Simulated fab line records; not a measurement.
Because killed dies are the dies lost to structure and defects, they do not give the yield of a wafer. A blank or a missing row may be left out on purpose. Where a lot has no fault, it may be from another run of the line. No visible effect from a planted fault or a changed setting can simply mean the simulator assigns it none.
Comparing a struck lot with a sound one / flow nand_harc / 14 out of 1302 route steps
Sound: wafers L100.2, L100.3, L100.5. The struck wafers were L110.1, L110.3. The cause is given at the end.
At each step with rows: each side's tool, then ch and its chambers, then its first start. Under that, the readings that differ: sound wafers / struck wafers / difference of the means / sigmas: that difference in standard deviations of wafers without a fault.
alike: same words and numbers on both sides, and readings whose means sit less than 2 such deviations apart. not compared: any withheld reading, any reading some wafer has no value for, any bound like >300 that may hide the same value, and any number with overlapping values for which the record gives no deviation.
Wherever a step has rows on one side only, a row that says differs or no value, or a row with sigmas, the two part there. Non-overlapping numbers with no deviation appear without sigmas and do not part them. Lack of a reading on every wafer of one side parts them only where that side has two or more wafers.

first, 1 step without rows for these wafers: NHARC_A_ONON_D1_DEP_06 (target thk 1000 nm).
NHARC_A_ONON_D1_THK_MEAS_08: measures by ellipsometry.
  sound: film_metro-01 at day 11 19:52; struck: film_metro-01 at day 15 21:20
  alike: thk_nm
after that, 1 step with no rows for these wafers: NHARC_A_ONON_D1_DEP_09 (target thk 1000 nm).
NHARC_A_ONON_D1_THK_MEAS_11: measures by ellipsometry.
  sound: film_metro-01 at day 11 20:26; struck: film_metro-02 at day 15 21:53
  alike: thk_nm
after that, 1 step with no rows for these wafers: NHARC_A_ONON_D1_DEP_12 (target thk 1000 nm).
NHARC_A_ONON_D1_THK_MEAS_14: measures by ellipsometry.
  sound: film_metro-01 at day 11 21:01; struck: film_metro-02 at day 15 22:28
reading=thk_nm (nm); sound=984 985 982; struck=1007 1006; difference=+23; sigmas=+2
then, 2 steps without rows for these wafers: NHARC_A_ONON_D1_ANNEAL_15 (time 3600 s); NHARC_A_ONON_D1_DEP_16 (target thk 1000 nm).
NHARC_A_ONON_D1_THK_MEAS_18: measures by ellipsometry.
  sound: film_metro-01 at day 12 07:07; struck: film_metro-01 at day 16 05:12
  alike: thk_nm
after that, 1 step with no rows for these wafers: NHARC_A_ONON_D1_DEP_19 (target thk 1000 nm).
NHARC_A_ONON_D1_THK_MEAS_21: measures by ellipsometry.
  sound: film_metro-02 at day 12 07:41; struck: film_metro-02 at day 16 05:46
reading=thk_nm (nm); sound=988 990 990; struck=1020 1019; difference=+30; sigmas=+3
NHARC_A_ONON_D1_DEP_22: target thk 1000 nm.
  sound on pecvd_onon-02 ch 0, day 12 07:49; struck on pecvd_onon-02 ch 0, day 16 05:49
NHARC_A_ONON_D1_THK_MEAS_24: measures by ellipsometry.
  sound: film_metro-01 at day 12 08:16; struck: film_metro-01 at day 16 06:19
reading=thk_nm (nm); sound=984 985 988; struck=1513 1513; difference=+527; sigmas=+59
after that, 1 step with no rows for these wafers: NHARC_A_ONON_D1_DEP_25 (target thk 1000 nm).

WHERE THEY PART
First at NHARC_A_ONON_D1_THK_MEAS_14; last, within this record, at NHARC_A_ONON_D1_THK_MEAS_24.

WHY: what the simulator had put in
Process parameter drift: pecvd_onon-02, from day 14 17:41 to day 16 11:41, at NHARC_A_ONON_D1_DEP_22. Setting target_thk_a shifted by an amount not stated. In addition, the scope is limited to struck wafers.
